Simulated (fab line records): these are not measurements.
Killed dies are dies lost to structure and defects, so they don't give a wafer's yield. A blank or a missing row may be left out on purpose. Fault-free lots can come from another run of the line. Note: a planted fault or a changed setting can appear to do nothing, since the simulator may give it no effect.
fab line records / flow n5_finfet
record: lots: 4 wafers: 12 last_day: 17
route steps=1938 shown BEOL_M2@925 BEOL_M3@931 BEOL_M4@1111
lots untouched by any fault: they come from a run of this same line in which no faults occurred
start_h: start of the lot's first displayed wafer, in hours after the record's first day / wait_h: hours elapsed since this lot's preceding step / " the same as in the row above / L1.1+2: one row covering several wafers at once / - no value, or no start was given / * or withheld: withheld / < > ~ a bound
route shown NAME@n: NAME is a module with steps in the file, n the number in the route of the first one / usual: mean and standard deviation over wafers with no fault / same: alike in all rows / chamber/n: place in a boat / sites: the reading at each site / _std_site: standard deviation of those values / _edge_site: inner sites' mean taken away from outer sites' mean / radius_mm: how far each site lies from the wafer's centre / mask NAME#n: copy n / behind: tool/chamber where the wafer was last shaped / hold: cause of the lot's hold/its duration in hours/its outcome / device: which transistor (n, p or np) failed to switch / end of line: the same wafers' tests at the end of the route / for a step that has no rows: nothing shown but its recipe / killed: at the first sort, the dies lost to defects and structure; wafer yield is something else / map: per-die view of a wafer (x killed, . not killed, _ where there is no die)
set.NAME: the setting the step ran with; set.NAME@STEP: the setting that earlier step ran with / model.NAME: the simulator's own value behind a step, which no gauge read
lots at some steps of the route; a table a step, a row a wafer
services: when a tool's chamber went out of use (start_h, in hours from the record's first day, below 0 if earlier), for how many hours, and the reason
== steps ==
step: N5_BEOL_M2_PRE_CLEAN_60
recipe: gas: NH3/H2 time_s: 15 temp_c: * rf_power_w: 300
step: N5_BEOL_M2_CO_CAP_55
recipe: material: Co target_thk_a: 20 temp_c: 200 precursor: CCTBA/H2 pressure_torr: 30 time_s: 102.1
step: N5_BEOL_M2_PRE_CLEAN_56
recipe: gas: NH3 time_s: 15 temp_c: withheld rf_power_w: 300
step: N5_BEOL_M2_DEP_57
recipe: material: SiCN target_thk_a: 80 temp_c: withheld precursor: 3MS/NH3 pressure_torr: 3 rf_w: 202 time_s: 14
step: N5_BEOL_M3_ILD_DEP_00
recipe: material: SiOC target_thk_a: 790 temp_c: 350 precursor: DEMS/O2 pressure_torr: 5 rf_w: 500 time_s: 15.3
step: N5_BEOL_M3_PECVD_72
recipe: material: SiO2 target_thk_a: 160 temp_c: 400 precursor: TEOS/O2 pressure_torr: 5.5 rf_w: 450 teos_flow_sccm: 53.8 gas: O2 flow_sccm: 3000 time_s: 18
step: N5_BEOL_M3_HM_DEP_02
recipe: material: TiN target_thk_a: 200 temp_c: 25 chamber_pressure_pa: 0.49996
step: N5_BEOL_M3_COAT_61
recipe: resist: SOC temp_c: 250 time_s: 60 spin_rpm: 1500 resist_thk_nm: 60
step: N5_BEOL_M3_COAT_62
recipe: resist: SiARC temp_c: 220 time_s: 60 spin_rpm: 1500 resist_thk_nm: 12
usual: spin_speed_rpm: 1499.8/1.3
lot.wafer=L655.2 tool=litho_track-05 chamber=0 start_h=225.91 wait_h=- spin_speed_rpm=1500.2
lot.wafer=L655.3 tool=litho_track-05 chamber=0 start_h=225.91 wait_h=- spin_speed_rpm=1501.0
lot.wafer=L655.6 tool=litho_track-05 chamber=0 start_h=225.91 wait_h=- spin_speed_rpm=1499.2
lot.wafer=L662.4 tool=litho_track-05 chamber=0 start_h=268.06 wait_h=- spin_speed_rpm=1447.7
lot.wafer=L662.5 tool=litho_track-05 chamber=0 start_h=268.06 wait_h=- spin_speed_rpm=1449.1
lot.wafer=L662.6 tool=litho_track-05 chamber=0 start_h=268.06 wait_h=- spin_speed_rpm=1447.3
lot.wafer=L664.2 tool=litho_track-05 chamber=0 start_h=282.76 wait_h=- spin_speed_rpm=1449.6
lot.wafer=L664.5 tool=litho_track-05 chamber=0 start_h=282.76 wait_h=- spin_speed_rpm=1448.2
lot.wafer=L664.6 tool=litho_track-05 chamber=0 start_h=282.76 wait_h=- spin_speed_rpm=1446.6
lot.wafer=L665.2 tool=litho_track-04 chamber=0 start_h=288.67 wait_h=- spin_speed_rpm=1498.8
lot.wafer=L665.4 tool=litho_track-04 chamber=0 start_h=288.67 wait_h=- spin_speed_rpm=1499.9
lot.wafer=L665.5 tool=litho_track-04 chamber=0 start_h=288.67 wait_h=- spin_speed_rpm=1497.6
step: N5_BEOL_M3_COAT_73
recipe: resist: underlayer temp_c: 205 time_s: 60 spin_rpm: 1500 resist_thk_nm: 5
step: N5_BEOL_M3_COAT_05
recipe: resist: CAR-EUV spin_rpm: 1500 resist_thk_nm: 30
step: N5_BEOL_M3_EBR_07
recipe: solvent: PGMEA ebr_width_mm: 1.5
step: N5_BEOL_M3_SOFTBAKE_06
recipe: temp_c: 110 time_s: 60 resist: CAR-EUV
step: N5_BEOL_M3_EXPOSE_08
recipe: mask_id: M3 na: 0.33 source_shape: dipole sigma_inner: 0.369 sigma_outer: 0.767 polarization: unpolarized dose_mj: 33
step: N5_BEOL_M3_PEB_09
recipe: peb_temp_c: 100 peb_time_s: 60 resist: CAR-EUV
step: N5_BEOL_M3_DEVELOP_10
recipe: develop_time_s: 30 developer: TMAH resist: CAR-EUV rinse_liquid: surfactant_rinse dry: air_spin dev_temp_c: 23
step: N5_BEOL_M3_DESCUM_16
recipe: chemistry: O2 time_s: 7 source_power_w: 50 bias_power_w: 20 pressure_mtorr: 20 rf_frequency_hz: 2.712e+07 temp_c: 40 resist: CAR-EUV o2_flow_sccm: 225
step: N5_BEOL_M3_ETCH_74
recipe: chemistry: N2/H2 target: underlayer target_depth_a: 65 mask_material: CAR-EUV time_s: 5.2 ion_energy_ev: 200 pressure_mtorr: 30 source_w: 840 bias_w: 150 n2_flow_sccm: 200 h2_flow_sccm: 200 ends: cleared
step: N5_BEOL_M3_ETCH_63
recipe: chemistry: CF4 target: SiARC target_depth_a: 156 mask_material: CAR-EUV time_s: 26 ion_energy_ev: 80 pressure_mtorr: 40 source_w: 545 bias_w: 36 Ar_flow_sccm: 100 cf4_flow_sccm: 100 ends: cleared
usual: cf4_flow_sccm: 100.05/0.29 drypump_motor_current_A: 5.7/0.47 etch_rf_on_time_s: 25.9/0.47 oes_product_au: 0.68/0.064 rf_vpp_V: 184.3/1.2 showerhead_plenum_p_Torr: 2.15/0.079 throttle_valve_pct: 15.61/0.16
lot.wafer=L655.2 tool=rie_diel-04 chamber=3 start_h=226.55 wait_h=0.0 cf4_flow_sccm=100.75 drypump_motor_current_A=6.0 etch_rf_on_time_s=25.8 oes_product_au=0.63 rf_hours_counter_h=172 rf_vpp_V=182.6 showerhead_plenum_p_Torr=2.05 throttle_valve_pct=15.61 model.etch.depth_nm=12.04
lot.wafer=L655.3 tool=rie_diel-04 chamber=0 start_h=226.55 wait_h=0.0 cf4_flow_sccm=100.00 drypump_motor_current_A=6.3 etch_rf_on_time_s=26.6 oes_product_au=0.62 rf_hours_counter_h=189 rf_vpp_V=183.2 showerhead_plenum_p_Torr=2.12 throttle_valve_pct=15.59 model.etch.depth_nm=11.99
lot.wafer=L655.6 tool=rie_diel-04 chamber=0 start_h=226.55 wait_h=0.0 cf4_flow_sccm=100.34 drypump_motor_current_A=6.2 etch_rf_on_time_s=26.8 oes_product_au=0.62 rf_hours_counter_h=- rf_vpp_V=185.0 showerhead_plenum_p_Torr=2.12 throttle_valve_pct=15.59 model.etch.depth_nm=12.02
lot.wafer=L662.4 tool=rie_diel-03 chamber=1 start_h=268.62 wait_h=0.0 cf4_flow_sccm=100.04 drypump_motor_current_A=6.0 etch_rf_on_time_s=26.5 oes_product_au=0.61 rf_hours_counter_h=216 rf_vpp_V=182.2 showerhead_plenum_p_Torr=2.03 throttle_valve_pct=15.69 model.etch.depth_nm=12.24
lot.wafer=L662.5 tool=rie_diel-03 chamber=0 start_h=268.62 wait_h=0.0 cf4_flow_sccm=100.00 drypump_motor_current_A=5.4 etch_rf_on_time_s=27.0 oes_product_au=0.63 rf_hours_counter_h=- rf_vpp_V=184.2 showerhead_plenum_p_Torr=2.13 throttle_valve_pct=15.85 model.etch.depth_nm=12.27
lot.wafer=L662.6 tool=rie_diel-03 chamber=3 start_h=268.62 wait_h=0.0 cf4_flow_sccm=99.88 drypump_motor_current_A=6.1 etch_rf_on_time_s=26.2 oes_product_au=0.76 rf_hours_counter_h=- rf_vpp_V=185.4 showerhead_plenum_p_Torr=2.27 throttle_valve_pct=15.68 model.etch.depth_nm=12.26
lot.wafer=L664.2 tool=rie_diel-05 chamber=2 start_h=283.19 wait_h=0.0 cf4_flow_sccm=99.87 drypump_motor_current_A=5.4 etch_rf_on_time_s=26.7 oes_product_au=0.70 rf_hours_counter_h=104 rf_vpp_V=186.4 showerhead_plenum_p_Torr=2.24 throttle_valve_pct=15.51 model.etch.depth_nm=12.26
lot.wafer=L664.5 tool=rie_diel-05 chamber=3 start_h=283.19 wait_h=0.0 cf4_flow_sccm=100.20 drypump_motor_current_A=5.3 etch_rf_on_time_s=27.2 oes_product_au=0.82 rf_hours_counter_h=- rf_vpp_V=184.3 showerhead_plenum_p_Torr=2.11 throttle_valve_pct=15.17 model.etch.depth_nm=12.3
lot.wafer=L664.6 tool=rie_diel-05 chamber=2 start_h=283.19 wait_h=0.0 cf4_flow_sccm=99.60 drypump_motor_current_A=5.4 etch_rf_on_time_s=26.5 oes_product_au=0.70 rf_hours_counter_h=- rf_vpp_V=184.4 showerhead_plenum_p_Torr=2.24 throttle_valve_pct=15.52 model.etch.depth_nm=12.28
lot.wafer=L665.2 tool=rie_diel-03 chamber=0 start_h=289.44 wait_h=0.0 cf4_flow_sccm=99.49 drypump_motor_current_A=5.4 etch_rf_on_time_s=26.1 oes_product_au=0.63 rf_hours_counter_h=180 rf_vpp_V=183.3 showerhead_plenum_p_Torr=2.13 throttle_valve_pct=15.83 model.etch.depth_nm=12.04
lot.wafer=L665.4 tool=rie_diel-03 chamber=1 start_h=289.44 wait_h=0.0 cf4_flow_sccm=100.45 drypump_motor_current_A=6.0 etch_rf_on_time_s=25.9 oes_product_au=0.61 rf_hours_counter_h=222 rf_vpp_V=182.5 showerhead_plenum_p_Torr=2.03 throttle_valve_pct=15.69 model.etch.depth_nm=12.09
lot.wafer=L665.5 tool=rie_diel-03 chamber=1 start_h=289.44 wait_h=0.0 cf4_flow_sccm=100.38 drypump_motor_current_A=6.0 etch_rf_on_time_s=26.0 oes_product_au=0.61 rf_hours_counter_h=- rf_vpp_V=183.4 showerhead_plenum_p_Torr=2.03 throttle_valve_pct=15.68 model.etch.depth_nm=12.06
step: N5_BEOL_M3_ETCH_64
recipe: chemistry: N2/H2 target: SOC target_depth_a: 750 overetch_a: 150 mask_material: SiARC temp_c: 40 time_s: 112.5 ion_energy_ev: 200 pressure_mtorr: 30 source_w: 840 bias_w: 150 n2_flow_sccm: 200 h2_flow_sccm: 200
step: N5_BEOL_M4_RC_MEAS_101
usual: DIBL_N: 36.5/1.4 DIBL_P: 36.6/1.6 IOFF_N: 0.160/0.024 IOFF_P: 0.217/0.029 ION_N: 674/8.7 ION_P: 464/6.5 SS_N: 71.6/0.47 SS_P: 73.4/0.57 VT_N: 250.0/2.5 VT_P: -250/3.1
lot.wafer=L655.2 tool=prober-01 chamber=0 start_h=257.61 wait_h=0.2 DIBL_N[mV/V]=36.3 DIBL_P[mV/V]=37.0 IOFF_N[nA/um]=0.142 IOFF_P[nA/um]=0.190 ION_N[uA/um]=670 ION_P[uA/um]=462 SS_N[mV/dec]=72.3 SS_P[mV/dec]=73.6 VT_N[mV]=252.4 VT_P[mV]=-254
lot.wafer=L655.3 tool=prober-01 chamber=0 start_h=257.61 wait_h=0.2 DIBL_N[mV/V]=35.1 DIBL_P[mV/V]=34.0 IOFF_N[nA/um]=0.123 IOFF_P[nA/um]=0.161 ION_N[uA/um]=658 ION_P[uA/um]=450 SS_N[mV/dec]=71.1 SS_P[mV/dec]=73.2 VT_N[mV]=254.8 VT_P[mV]=-255
lot.wafer=L655.6 tool=prober-01 chamber=0 start_h=257.61 wait_h=0.2 DIBL_N[mV/V]=35.4 DIBL_P[mV/V]=35.5 IOFF_N[nA/um]=0.130 IOFF_P[nA/um]=0.169 ION_N[uA/um]=669 ION_P[uA/um]=453 SS_N[mV/dec]=71.5 SS_P[mV/dec]=73.7 VT_N[mV]=253.9 VT_P[mV]=-254
lot.wafer=L662.4 tool=prober-01 chamber=0 start_h=294.96 wait_h=0.5 DIBL_N[mV/V]=40.2 DIBL_P[mV/V]=40.2 IOFF_N[nA/um]=0.245 IOFF_P[nA/um]=0.299 ION_N[uA/um]=693 ION_P[uA/um]=473 SS_N[mV/dec]=72.9 SS_P[mV/dec]=73.9 VT_N[mV]=247.0 VT_P[mV]=-244
lot.wafer=L662.5 tool=prober-01 chamber=0 start_h=294.96 wait_h=0.5 DIBL_N[mV/V]=37.1 DIBL_P[mV/V]=36.3 IOFF_N[nA/um]=0.162 IOFF_P[nA/um]=0.221 ION_N[uA/um]=674 ION_P[uA/um]=467 SS_N[mV/dec]=71.8 SS_P[mV/dec]=73.0 VT_N[mV]=251.0 VT_P[mV]=-250
lot.wafer=L662.6 tool=prober-01 chamber=0 start_h=294.96 wait_h=0.5 DIBL_N[mV/V]=36.4 DIBL_P[mV/V]=36.4 IOFF_N[nA/um]=0.159 IOFF_P[nA/um]=0.221 ION_N[uA/um]=679 ION_P[uA/um]=467 SS_N[mV/dec]=71.3 SS_P[mV/dec]=73.8 VT_N[mV]=249.7 VT_P[mV]=-247
lot.wafer=L664.2 tool=prober-01 chamber=0 start_h=301.30 wait_h=0.2 DIBL_N[mV/V]=35.7 DIBL_P[mV/V]=38.0 IOFF_N[nA/um]=0.155 IOFF_P[nA/um]=0.196 ION_N[uA/um]=675 ION_P[uA/um]=458 SS_N[mV/dec]=72.1 SS_P[mV/dec]=73.3 VT_N[mV]=251.8 VT_P[mV]=-252
lot.wafer=L664.5 tool=prober-01 chamber=0 start_h=301.30 wait_h=0.2 DIBL_N[mV/V]=35.5 DIBL_P[mV/V]=38.1 IOFF_N[nA/um]=0.153 IOFF_P[nA/um]=0.204 ION_N[uA/um]=680 ION_P[uA/um]=462 SS_N[mV/dec]=71.6 SS_P[mV/dec]=73.2 VT_N[mV]=251.5 VT_P[mV]=-252
lot.wafer=L664.6 tool=prober-01 chamber=0 start_h=301.30 wait_h=0.2 DIBL_N[mV/V]=37.5 DIBL_P[mV/V]=41.2 IOFF_N[nA/um]=0.203 IOFF_P[nA/um]=0.257 ION_N[uA/um]=684 ION_P[uA/um]=467 SS_N[mV/dec]=71.7 SS_P[mV/dec]=73.7 VT_N[mV]=249.2 VT_P[mV]=-248
lot.wafer=L665.2 tool=prober-02 chamber=0 start_h=304.29 wait_h=0.2 DIBL_N[mV/V]=38.1 DIBL_P[mV/V]=38.6 IOFF_N[nA/um]=0.208 IOFF_P[nA/um]=0.260 ION_N[uA/um]=689 ION_P[uA/um]=466 SS_N[mV/dec]=71.6 SS_P[mV/dec]=73.7 VT_N[mV]=244.8 VT_P[mV]=-247
lot.wafer=L665.4 tool=prober-02 chamber=0 start_h=304.29 wait_h=0.2 DIBL_N[mV/V]=37.4 DIBL_P[mV/V]=36.5 IOFF_N[nA/um]=0.174 IOFF_P[nA/um]=0.223 ION_N[uA/um]=680 ION_P[uA/um]=465 SS_N[mV/dec]=72.1 SS_P[mV/dec]=73.2 VT_N[mV]=249.1 VT_P[mV]=-249
lot.wafer=L665.5 tool=prober-02 chamber=0 start_h=304.29 wait_h=0.2 DIBL_N[mV/V]=37.2 DIBL_P[mV/V]=36.6 IOFF_N[nA/um]=0.172 IOFF_P[nA/um]=0.221 ION_N[uA/um]=677 ION_P[uA/um]=460 SS_N[mV/dec]=71.8 SS_P[mV/dec]=73.5 VT_N[mV]=249.9 VT_P[mV]=-250
== services ==
tool=rie_diel-04 chamber=3 start_h=210.71 hours=1.6 kind=repair
tool=rie_diel-05 chamber=3 start_h=242.10 hours=- kind=clean
tool=rie_diel-05 chamber=3 start_h=242.10 hours=- kind=consumable_replace:focus_ring
tool=rie_diel-05 chamber=3 start_h=242.10 hours=27.1 kind=scheduled_down
tool=rie_diel-05 chamber=3 start_h=242.10 hours=27.1 kind=vent_cycle
tool=rie_diel-05 chamber=1 start_h=245.40 hours=1.7 kind=repair
tool=rie_diel-04 chamber=2 start_h=270.32 hours=2.7 kind=repair
== key ==
first_sign: step: N5_BEOL_M3_COAT_62 reading: spin_speed_rpm direction: down sigmas: 39 usual: * struck: *
effect none on later readings
model_effect: step: N5_BEOL_M3_ETCH_63 value: etch.depth_nm without: 12.05 struck: 12.27
met_at N5_BEOL_M3_COAT_62
struck_wafers L662.4,L662.5,L662.6,L664.2,L664.5,L664.6
onset_between 225.91 268.06
fault: kind: process_parameter_drift tool: litho_track-05 chamber: - onset_h: 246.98 steps: N5_BEOL_M3_COAT_62 channel: spin_rpm offset: * shape: step end_h: 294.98 acts_in: * stated: *
